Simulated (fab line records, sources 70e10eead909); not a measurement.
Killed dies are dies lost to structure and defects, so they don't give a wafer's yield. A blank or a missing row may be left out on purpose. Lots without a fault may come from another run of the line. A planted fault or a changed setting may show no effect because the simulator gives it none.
Chamber matching | flow nand_harc | NHARC_A_WL_FILL_ALD_02 on ald_metal-02: 4 sister chambers
The step deposits TiN, target thk 2 nm, pulse time 3 s, ald cycles 100. 8 wafers are shown with their chamber, then 8 later ones without.

WAFERS WITH THEIR CHAMBER
wafer  | chamber | heater_power_outer_w (W) | heater_power_w (W)
L074.5 | 3       | 640                      | 1042
L076.3 | 3       | 635                      | 1028
L084.1 | 1       | 660                      | 1059
L084.4 | 0       | 689                      | 1051
L084.6 | 1       | 669                      | 1072
L085.2 | 0       | 683                      | 1056
L085.5 | 2       | 672                      | 1051
L092.1 | 2       | 696                      | 1062

WAFERS WITHOUT THEIR CHAMBER
wafer  | heater_power_outer_w (W) | heater_power_w (W)
L092.4 | 641                      | 992
L092.6 | 636                      | 992
L093.4 | 612                      | 1011
L093.5 | 686                      | 1074
L093.6 | 670                      | 1080
L097.3 | 680                      | 1100
L097.4 | 695                      | 1088
L097.6 | 640                      | 995

WHICH CHAMBER EACH WENT THROUGH
wafer  | from the rows above          | in truth
L092.4 | 3                            | 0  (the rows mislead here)
L092.6 | 3                            | 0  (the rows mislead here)
L093.4 | 3                            | 3
L093.5 | can't be placed: 2 or 1 or 0 | 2
L093.6 | can't be placed: 1 or 2 or 0 | 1
L097.3 | can't be placed: 1 or 2 or 0 | 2
L097.4 | can't be placed: 2 or 1 or 0 | 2
L097.6 | 3                            | 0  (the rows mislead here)
Placed correctly: 1 of 8. Can't be placed from these rows: 4 (the true chamber is among the candidates in 4). Placed wrongly: 3.
How it was worked out, from the rows above alone: a wafer's distance from a chamber is the root of the sum, over the readings, of the square of ((its reading less the chamber's mean) divided by the reading's scatter). The wafer belongs to the nearest chamber; if the next one is less than 2 further off, it can't be placed. A chamber's mean is the mean of its shown wafers. The scatter: the root of (the sum of the squares of (reading less its chamber's mean) over the shown wafers, divided by (wafers less chambers)).
